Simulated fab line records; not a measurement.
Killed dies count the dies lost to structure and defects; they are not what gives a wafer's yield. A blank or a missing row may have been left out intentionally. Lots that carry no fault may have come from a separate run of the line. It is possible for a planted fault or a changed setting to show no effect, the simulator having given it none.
Matching of chambers    flow n5 finfet    rie diel-01 running N5_BEOL_M5_ETCH_62: 4 sister chambers
The step etches SOC in N2/H2, target depth 75 nm, overetch 15 nm, time 112.5 s. 7 wafers are shown with their chamber, then 7 later ones without.

WAFERS, EACH WITH ITS CHAMBER
wafer   chamber  throttle valve pct (%)  showerhead plenum p Torr (Torr)
L078.1  2        17.40                   2.47
L086.3  3        17.52                   2.60
L086.5  1        17.73                   2.57
L091.5  3        17.52                   2.60
L091.6  0        17.89                   2.54
L090.2  1        17.76                   2.56
L090.5  0        17.91                   2.54

WAFERS WITH NO CHAMBER GIVEN
wafer   throttle valve pct (%)  showerhead plenum p Torr (Torr)
L090.6  17.76                   2.56
L096.2  17.91                   2.54
L096.4  17.55                   2.59
L096.5  17.54                   2.59
L097.1  17.75                   2.56
L097.2  17.54                   2.59
L097.5  17.93                   2.54

CHAMBER TAKEN BY EACH
wafer   from the rows above  in truth
L090.6  1                    1
L096.2  0                    0
L096.4  3                    3
L096.5  3                    3
L097.1  1                    1
L097.2  3                    3
L097.5  0                    0
7 of 7 placed correctly. Can't be placed from these rows: 0. 0 placed wrongly.
How it was worked out, from the rows above alone: a wafer's distance from a chamber is the root of the sum, over the readings, of the square of ((its reading less the chamber's mean) divided by the reading's scatter). If the next closest chamber is less than 2 further off than the closest, the wafer can't be placed; otherwise it belongs to the closest. The mean given for a chamber averages the wafers shown for that chamber. The scatter: the root of (the sum of the squares of (reading less its chamber's mean) over the shown wafers, divided by (wafers less chambers)).
